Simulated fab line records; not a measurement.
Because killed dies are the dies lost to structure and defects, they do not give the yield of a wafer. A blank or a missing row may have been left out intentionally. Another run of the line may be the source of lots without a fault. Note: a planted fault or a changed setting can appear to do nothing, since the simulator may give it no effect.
A lot that was struck, set against a sound lot / flow nand harc / 15 out of 1302 route steps
Sound: these wafers, L319.1, L319.2, L319.4. The struck wafers were L323.2, L323.3, L323.4. The cause is given at the end.
At each step with rows: each side's tool, then ch and its chambers, then its first start. Under that, the readings that differ: sound wafers / struck wafers / difference of the means / sigmas: that difference in standard deviations of wafers without a fault.
alike: a reading whose means differ by less than 2 such deviations, as well as words and numbers matching on both sides. not compared: withheld readings; readings where some wafer has no value; bounds like >300 that might hide an equal value; numbers whose values overlap and for which the record gives no deviation.
Wherever a step has rows on one side only, a row that says differs or no value, or a row with sigmas, the two part there. When numbers do not overlap yet have no deviation, they are printed without sigmas and do not part them. A reading missing from all wafers of one side parts the sides only when that side holds two or more wafers.

first, 2 steps without rows for these wafers: NHARC_P_M2_DESCUM_14 (chemistry O2, time 3 s); NHARC_P_M2_ETCH_35 (etches the open film in N2/H2, target depth 40 nm, overetch 12 nm, time 43.94 s).
NHARC_P_M2_ETCH_15: etches the open film in C4F8/Ar, target depth 182.5 nm, time 91.2 s.
  sound: rie diel-07 ch 0,1,2; struck: rie diel-13 ch 0,2,3
  alike: oes product au, rf vpp V
  not compared: rf hours counter h
NHARC_P_M2_CD_MEAS_16:
  struck on cd sem-03, day 12 11:38; sound on cd sem-01, day 10 09:17
  alike: cd nm
then, 1 step without rows for these wafers: NHARC_P_M2_STRIP_18 (strips in N2/H2).
NHARC_P_M2_ETCH_28: etches the open film in CF4/N2, target depth 30 nm, time 72.99 s.
  sound: rie diel-07 ch 0,1,3; struck: rie diel-07 ch 1,2,3
reading=rf hours counter h (h); sound=5.7 6.9 5.9; struck=9.1 10.0 10.1; difference=+3.6; sigmas=
  alike: drypump motor current A, mfc ar sccm, oes product au, rf vpp V, showerhead plenum p Torr, throttle valve pct
then, 1 step without rows for these wafers: NHARC_P_M2_STRIP_19 (strips in post etch residue remover, time 600 s).
NHARC_P_M2_DEGAS_29: time 60 s.
  struck on pvd sputter-03, day 12 12:21; sound on pvd sputter-01, day 10 09:59
reading=heater power w (W); sound=381 374 353; struck=287 331 273; difference=-72; sigmas=-2
NHARC_P_M2_PRE_CLEAN_30: time 30 s.
  sound on pvd sputter-03, day 10 10:04; struck on pvd sputter-03
  alike: heater power w
then, 1 step without rows for these wafers: NHARC_P_M2_PVD_20 (deposits TaN, target thk 5 nm, time 8.06 s).
NHARC_P_M2_PVD_21: deposits Cu, target thk 30 nm, time 20.49 s.
  sound on pvd sputter-02; struck on pvd sputter-03
  alike: throttle valve pct
then, 1 step without rows for these wafers: NHARC_P_M2_ECD_22 (material Cu, target thk 400 nm).
NHARC_P_M2_ANNEAL_31: time 90 s.
  struck on rtp anneal-01, day 12 13:10; sound on rtp anneal-02 ch 0, day 10 10:54
  no value came back on the struck wafers for anneal temp c (C), anneal temp c max, wafer_temp_C_max; on the sound wafers anneal temp c (C) reads 224.78 225.12 224.91
then, 1 step without rows for these wafers: NHARC_P_M2_CMP_23 (polishes, t overpolish 20 s, target thk 144.3 nm).
-- jump in the record: it breaks off in module P_M2 and resumes in module END (first step shown: number 1302 of the route), and 18 days separate the struck wafers' starts before and after --
NHARC_END_SORT_01:
  sound on prober-02 ch 0, day 28 08:28; struck on prober-01 ch 0, day 30 09:38
reading=hold; sound=- - -; struck=await dispo/4.4h/release await dispo/4.4h/release await dispo/4.4h/release; difference=no value on the sound wafers; sigmas=
reading=killed at periphery; sound=4 6 3; struck=31 26 18; difference=+21; sigmas=+7
  alike: defect limited yield, killed at array, killed at other, killed dies, killed open, killed short

== WHERE THEY PART ==
At NHARC_P_M2_DEGAS_29 first; at NHARC_END_SORT_01 last (within this record only).

WHY: what had been put in by the simulator
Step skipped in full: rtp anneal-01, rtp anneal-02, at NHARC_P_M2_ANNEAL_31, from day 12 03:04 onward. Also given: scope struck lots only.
